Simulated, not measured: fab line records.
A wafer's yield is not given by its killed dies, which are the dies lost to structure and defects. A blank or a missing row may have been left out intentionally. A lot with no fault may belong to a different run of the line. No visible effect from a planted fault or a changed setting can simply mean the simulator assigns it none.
Lot-split experiment / flow n5_finfet / 21 wafers read from 7 lots, route of 1938 steps

## ABOUT THE SPLIT
At N5_MIM_TOP_SPUTTER_03 (material TiN, target thk 35 nm, time 89.7 s), the setting time_s was moved away from the recipe's 89.7 s on 5 of the 21 wafers read, by -12.9% to +9.5%. This setting was run at the recipe's value on the other wafers.

The split's own step is where the reading is taken.

## THE READING
TiN_of_MIM_TOP_SPUTTER_03.thk_nm (the simulator's own value, which no gauge read), in nm, at N5_MIM_TOP_SPUTTER_03 (material TiN, target thk 35 nm, time 89.7 s). The file does not state a usual value for it. Average 34.7 nm, standard deviation 0.28 nm, over the 16 wafers here run with the recipe.

wafer=L074.2; tool, chamber at the split=pvd_sputter-03, -; time_s as run, s=89.7; against the recipe=recipe; TiN_of_MIM_TOP_SPUTTER_03.thk_nm, nm=34.8; against lot-mates on the recipe=-
wafer=L074.5; tool, chamber at the split=pvd_sputter-03, -; time_s as run, s=89.7; against the recipe=recipe; TiN_of_MIM_TOP_SPUTTER_03.thk_nm, nm=34.8; against lot-mates on the recipe=-
wafer=L074.4; tool, chamber at the split=pvd_sputter-03, -; time_s as run, s=78.14; against the recipe=-12.9%; TiN_of_MIM_TOP_SPUTTER_03.thk_nm, nm=30.2; against lot-mates on the recipe=-4.6
wafer=L079.1; tool, chamber at the split=pvd_sputter-01, -; time_s as run, s=89.7; against the recipe=recipe; TiN_of_MIM_TOP_SPUTTER_03.thk_nm, nm=34.4; against lot-mates on the recipe=-
wafer=L079.2; tool, chamber at the split=pvd_sputter-01, -; time_s as run, s=89.7; against the recipe=recipe; TiN_of_MIM_TOP_SPUTTER_03.thk_nm, nm=34.6; against lot-mates on the recipe=-
wafer=L079.6; tool, chamber at the split=pvd_sputter-01, -; time_s as run, s=89.7; against the recipe=recipe; TiN_of_MIM_TOP_SPUTTER_03.thk_nm, nm=34.6; against lot-mates on the recipe=-
wafer=L086.2; tool, chamber at the split=pvd_sputter-01, -; time_s as run, s=96.99; against the recipe=+8.1%; TiN_of_MIM_TOP_SPUTTER_03.thk_nm, nm=37.4; against lot-mates on the recipe=+2.4
wafer=L086.5; tool, chamber at the split=pvd_sputter-01, -; time_s as run, s=89.7; against the recipe=recipe; TiN_of_MIM_TOP_SPUTTER_03.thk_nm, nm=34.8; against lot-mates on the recipe=-
wafer=L086.6; tool, chamber at the split=pvd_sputter-01, -; time_s as run, s=89.7; against the recipe=recipe; TiN_of_MIM_TOP_SPUTTER_03.thk_nm, nm=35.2; against lot-mates on the recipe=-
wafer=L088.2; tool, chamber at the split=pvd_sputter-03, -; time_s as run, s=89.7; against the recipe=recipe; TiN_of_MIM_TOP_SPUTTER_03.thk_nm, nm=34.4; against lot-mates on the recipe=-
wafer=L088.4; tool, chamber at the split=pvd_sputter-03, -; time_s as run, s=89.7; against the recipe=recipe; TiN_of_MIM_TOP_SPUTTER_03.thk_nm, nm=34.4; against lot-mates on the recipe=-
wafer=L088.6; tool, chamber at the split=pvd_sputter-03, -; time_s as run, s=89.7; against the recipe=recipe; TiN_of_MIM_TOP_SPUTTER_03.thk_nm, nm=34.4; against lot-mates on the recipe=-
wafer=L087.1; tool, chamber at the split=pvd_sputter-01, -; time_s as run, s=89.7; against the recipe=recipe; TiN_of_MIM_TOP_SPUTTER_03.thk_nm, nm=34.6; against lot-mates on the recipe=-
wafer=L087.3; tool, chamber at the split=pvd_sputter-01, -; time_s as run, s=89.7; against the recipe=recipe; TiN_of_MIM_TOP_SPUTTER_03.thk_nm, nm=35.4; against lot-mates on the recipe=-
wafer=L087.4; tool, chamber at the split=pvd_sputter-01, -; time_s as run, s=98.21; against the recipe=+9.5%; TiN_of_MIM_TOP_SPUTTER_03.thk_nm, nm=38.2; against lot-mates on the recipe=+3.2
wafer=L090.3; tool, chamber at the split=pvd_sputter-02, -; time_s as run, s=89.7; against the recipe=recipe; TiN_of_MIM_TOP_SPUTTER_03.thk_nm, nm=35; against lot-mates on the recipe=-
wafer=L090.5; tool, chamber at the split=pvd_sputter-02, -; time_s as run, s=89.7; against the recipe=recipe; TiN_of_MIM_TOP_SPUTTER_03.thk_nm, nm=34.6; against lot-mates on the recipe=-
wafer=L090.6; tool, chamber at the split=pvd_sputter-02, -; time_s as run, s=81.4; against the recipe=-9.3%; TiN_of_MIM_TOP_SPUTTER_03.thk_nm, nm=31.6; against lot-mates on the recipe=-3.2
wafer=L089.1; tool, chamber at the split=pvd_sputter-03, -; time_s as run, s=85.49; against the recipe=-4.7%; TiN_of_MIM_TOP_SPUTTER_03.thk_nm, nm=32.6; against lot-mates on the recipe=-2.1
wafer=L089.3; tool, chamber at the split=pvd_sputter-03, -; time_s as run, s=89.7; against the recipe=recipe; TiN_of_MIM_TOP_SPUTTER_03.thk_nm, nm=34.6; against lot-mates on the recipe=-
wafer=L089.5; tool, chamber at the split=pvd_sputter-03, -; time_s as run, s=89.7; against the recipe=recipe; TiN_of_MIM_TOP_SPUTTER_03.thk_nm, nm=34.8; against lot-mates on the recipe=-

THE FIT
A straight line over all 21 wafers: TiN_of_MIM_TOP_SPUTTER_03.thk_nm changes by +0.353 nm for each +1% of time_s; r = +0.99; the points scatter about the line by 0.29 nm.
The same after taking each lot's own level away (the mean of its wafers on the recipe; 21 wafers): +0.345 nm for each +1%; r = +0.99; scatter 0.22 nm.
On that fit, the largest move of time_s shifts the reading by 4.4 nm.
From 34.40 to 35.00 nm: that is the span of the lots' own levels, equal to 2.1 times the standard deviation above.
The two slopes agree, so the slope changes little with the lot-to-lot level.
Check: -4.42 nm against its lot-mates is what the line predicts for one of the wafers moved furthest among these (-12.9%) when that wafer is left out of the fit. Against them it came out at -4.6 nm.

## THESE WAFERS: OTHER SPLITS
Before the reading, these wafers also passed through other splits. Each is held against what the fit with the lots' levels taken away leaves over:
other split on the same wafers=N5_BEOL_M12_SPUTTER_44 power_w; wafers away from the commonest value=4; r with TiN_of_MIM_TOP_SPUTTER_03.thk_nm (lot level and that fit taken away)=+0.04
other split on the same wafers=N5_BEOL_M13_TRENCH_ETCH_34 time_s; wafers away from the commonest value=4; r with TiN_of_MIM_TOP_SPUTTER_03.thk_nm (lot level and that fit taken away)=+0.37
other split on the same wafers=N5_BEOL_M15_PEB_26 peb_time_s; wafers away from the commonest value=6; r with TiN_of_MIM_TOP_SPUTTER_03.thk_nm (lot level and that fit taken away)=+0.22

## FILE'S OWN FIT
TiN_of_MIM_TOP_SPUTTER_03.thk_nm changes by +0.346 nm for each +1% of time_s, r = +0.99.
